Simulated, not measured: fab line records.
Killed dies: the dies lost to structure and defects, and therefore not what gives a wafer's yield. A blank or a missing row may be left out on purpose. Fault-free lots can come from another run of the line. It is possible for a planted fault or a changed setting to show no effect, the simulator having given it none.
Chamber matching / flow n5Finfet / 4 sister chambers for N5_BEOL_M5_ETCH_61 on rieDiel-05
The step etches SiARC in CF4, target depth 15.6 nm, time 26 s. 8 wafers are shown with their chamber, then 6 later ones without.

== WAFERS PAIRED WITH THEIR CHAMBERS ==
wafer=L281.4; chamber=2; showerheadPlenumPTorr (Torr)=2.21; throttleValvePct (%)=15.68
wafer=L283.1; chamber=3; showerheadPlenumPTorr (Torr)=2.22; throttleValvePct (%)=15.79
wafer=L283.4; chamber=2; showerheadPlenumPTorr (Torr)=2.21; throttleValvePct (%)=15.70
wafer=L286.1; chamber=0; showerheadPlenumPTorr (Torr)=2.07; throttleValvePct (%)=15.69
wafer=L286.3; chamber=1; showerheadPlenumPTorr (Torr)=2.18; throttleValvePct (%)=15.10
wafer=L291.1; chamber=3; showerheadPlenumPTorr (Torr)=2.21; throttleValvePct (%)=15.84
wafer=L291.4; chamber=0; showerheadPlenumPTorr (Torr)=2.06; throttleValvePct (%)=15.73
wafer=L291.5; chamber=1; showerheadPlenumPTorr (Torr)=2.18; throttleValvePct (%)=15.14

== WAFERS WHOSE CHAMBER IS MISSING ==
wafer=L301.1; showerheadPlenumPTorr (Torr)=2.19; throttleValvePct (%)=15.79
wafer=L301.3; showerheadPlenumPTorr (Torr)=2.17; throttleValvePct (%)=15.16
wafer=L301.4; showerheadPlenumPTorr (Torr)=2.06; throttleValvePct (%)=15.75
wafer=L302.2; showerheadPlenumPTorr (Torr)=2.21; throttleValvePct (%)=15.88
wafer=L302.4; showerheadPlenumPTorr (Torr)=2.19; throttleValvePct (%)=15.77
wafer=L302.6; showerheadPlenumPTorr (Torr)=2.19; throttleValvePct (%)=15.76

== WHICH CHAMBER EACH WENT THROUGH ==
wafer=L301.1; from the rows above=can't be placed: 3 or 2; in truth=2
wafer=L301.3; from the rows above=1; in truth=1
wafer=L301.4; from the rows above=0; in truth=0
wafer=L302.2; from the rows above=3; in truth=3
wafer=L302.4; from the rows above=can't be placed: 2 or 3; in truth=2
wafer=L302.6; from the rows above=can't be placed: 2 or 3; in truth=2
Correctly placed: 3 of 6. Not placeable from these rows: 3 (in 3, the candidates include the true chamber). 0 placed wrongly.
How it was worked out, from the rows above alone: a wafer's distance from a chamber is the root of the sum, over the readings, of the square of ((its reading less the chamber's mean) divided by the reading's scatter). The wafer belongs to the nearest chamber; if the next one is less than 2 further off, it can't be placed. The mean given for a chamber averages the wafers shown for that chamber. The scatter is the square root of a quotient: the sum, over the shown wafers, of each reading's squared deviation from its chamber's mean, divided by wafers minus chambers.
